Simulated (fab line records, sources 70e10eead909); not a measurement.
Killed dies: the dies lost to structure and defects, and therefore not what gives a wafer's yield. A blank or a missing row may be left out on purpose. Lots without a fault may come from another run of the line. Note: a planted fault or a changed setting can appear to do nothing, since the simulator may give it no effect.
Matching of chambers ; flow nand_harc ; NHARC_P_M2_DEP_33 on pecvd-02: 3 sister chambers
The step deposits SiCN, target thk 30 nm. 3 wafers are shown with their chamber, then 7 later ones without.

== WAFERS WITH THEIR CHAMBER ==
wafer;chamber;heater_power_w (W)
L705.4;0;583
L720.2;2;596
L720.3;1;614

== WAFERS WITHOUT THEIR CHAMBER ==
wafer;heater_power_w (W)
L720.4;631
L721.2;616
L721.4;689
L721.6;622
L724.1;622
L724.2;583
L724.6;593

== WHICH CHAMBER EACH WENT THROUGH ==
wafer;from the rows above;in truth
L720.4;can't be placed: 1 or 2 or 0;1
L721.2;can't be placed: 1 or 2 or 0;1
L721.4;can't be placed: 1 or 2 or 0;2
L721.6;can't be placed: 1 or 2 or 0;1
L724.1;can't be placed: 1 or 2 or 0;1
L724.2;can't be placed: 0 or 2 or 1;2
L724.6;can't be placed: 2 or 0 or 1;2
Placed correctly: 0 of 7. From these rows, 7 cannot be placed; in 7 the true chamber is one of the candidates. Placed wrongly: 0.
How it was worked out, from the rows above alone: a wafer's distance from a chamber is the root of the sum, over the readings, of the square of ((its reading less the chamber's mean) divided by the reading's scatter). The wafer belongs to the nearest chamber; if the next one is less than 2 further off, it can't be placed. A chamber's mean is the mean of its shown wafers. The scatter: with one shown wafer a chamber, the root of the mean of the squares of how far each hidden wafer lies from its nearest shown one.
